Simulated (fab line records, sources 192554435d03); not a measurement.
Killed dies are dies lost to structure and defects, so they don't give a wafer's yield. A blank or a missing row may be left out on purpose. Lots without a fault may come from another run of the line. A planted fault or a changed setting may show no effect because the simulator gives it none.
Split-lot experiment | flow n5_finfet | 7 lots, 21 wafers read, on a route of 1938 steps

THE SPLIT
At N5_BEOL_M15_COAT_22 (resist thk 800 nm), the setting spin_rpm was moved away from the recipe's 1704 rpm on 8 of the 21 wafers read, by +3.5% to +9.7%. The other wafers ran this setting at the recipe's value.

The file shows no step between the split and the reading.

THE READING
coat_of_BEOL_M15_COAT_22.thk_nm (the simulator's own value, which no gauge read), in nm, at N5_BEOL_M15_ETCH_61 (etches BARC in N2/H2, target depth 89 nm, overetch 26.7 nm, time 67.9 s). The file gives no usual value for it. The 13 wafers here that ran the recipe average 716.2 nm, standard deviation 6 nm.

wafer  | tool, chamber at the split | spin_rpm as run, rpm | against the recipe | coat_of_BEOL_M15_COAT_22.thk_nm, nm | against lot-mates on the recipe
L074.1 | litho_track-02, 0          | 1704                 | recipe             | 717.6                               | -
L074.4 | litho_track-02, 0          | 1837                 | +7.8%              | 692.6                               | -25.0
L074.5 | litho_track-02, 0          | 1837                 | +7.8%              | 682.6                               | -35.0
L080.3 | litho_track-01, 0          | 1704                 | recipe             | 717.4                               | -
L080.5 | litho_track-01, 0          | 1764                 | +3.5%              | 716.4                               | -1.0
L080.6 | litho_track-01, 0          | 1764                 | +3.5%              | 709.2                               | -8.2
L083.1 | litho_track-01, 0          | 1796                 | +5.4%              | 686.4                               | -33.2
L083.2 | litho_track-01, 0          | 1796                 | +5.4%              | 698.2                               | -21.4
L083.6 | litho_track-01, 0          | 1704                 | recipe             | 719.6                               | -
L081.1 | litho_track-05, 0          | 1870                 | +9.7%              | 690.6                               | -24.8
L081.2 | litho_track-05, 0          | 1704                 | recipe             | 715.4                               | -
L081.5 | litho_track-05, 0          | 1870                 | +9.7%              | 687                                 | -28.4
L084.3 | litho_track-02, 0          | 1704                 | recipe             | 702.8                               | -
L084.4 | litho_track-02, 0          | 1704                 | recipe             | 704                                 | -
L084.5 | litho_track-02, 0          | 1704                 | recipe             | 720.4                               | -
L090.3 | litho_track-05, 0          | 1704                 | recipe             | 724.8                               | -
L090.4 | litho_track-05, 0          | 1704                 | recipe             | 717                                 | -
L090.5 | litho_track-05, 0          | 1704                 | recipe             | 719.8                               | -
L097.1 | litho_track-02, 0          | 1704                 | recipe             | 720                                 | -
L097.4 | litho_track-02, 0          | 1704                 | recipe             | 715.8                               | -
L097.6 | litho_track-02, 0          | 1704                 | recipe             | 715.8                               | -

THE FIT
A straight line over all 21 wafers: coat_of_BEOL_M15_COAT_22.thk_nm changes by -3.22 nm for each +1% of spin_rpm; r = -0.87; the points scatter about the line by 6.8 nm.
The same after taking each lot's own level away (the mean of its wafers on the recipe; 21 wafers): -3.32 nm for each +1%; r = -0.89; scatter 6.3 nm.
On that fit, the largest move of spin_rpm shifts the reading by 32 nm.
The lots' own levels span 709.07 to 720.53 nm, that is 1.9 times the standard deviation above.
So the lot-to-lot level changes the slope little: the two slopes agree.
Check: with one of the wafers moved furthest among these (+9.7%) left out of the fit, the line predicts -34.9 nm for it against its lot-mates. It came out at -24.8 nm against them.

OTHER SPLITS ON THESE WAFERS
These wafers also went through other splits before the reading. Each is held against what the fit with the lots' levels taken away leaves over:
other split on the same wafers | wafers away from the commonest value | r with coat_of_BEOL_M15_COAT_22.thk_nm (lot level and that fit taken away)
N5_BEOL_M11_EXPOSE_08 dose_mj  | 6                                    | +0.34
N5_BEOL_M12_DEP_53 time_s      | 3                                    | +0.14
N5_BEOL_M14_ILD_DEP_00 time_s  | 5                                    | -0.17
N5_BEOL_M14_SPUTTER_44 power_w | 7                                    | +0.20

THE WHOLE CHAIN: every reading that the file lists as answering this split, in the file's order
step                | what it does                                                            | reading                                                                          | change (the file's fit)              | r (the file's)
N5_BEOL_M15_COAT_22 | resist thk 800 nm                                                       | coat_of_BEOL_M15_COAT_22.thk_nm (the simulator's own value, which no gauge read) | -3.83 nm for each +1% of the setting | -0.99
N5_BEOL_M15_ETCH_61 | etches BARC in N2/H2, target depth 89 nm, overetch 26.7 nm, time 67.9 s | coat_of_BEOL_M15_COAT_22.thk_nm (the simulator's own value, which no gauge read) | -3.33 nm for each +1% of the setting | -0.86

THE FILE'S OWN FIT
coat_of_BEOL_M15_COAT_22.thk_nm changes by -3.33 nm for each +1% of spin_rpm, r = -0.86.
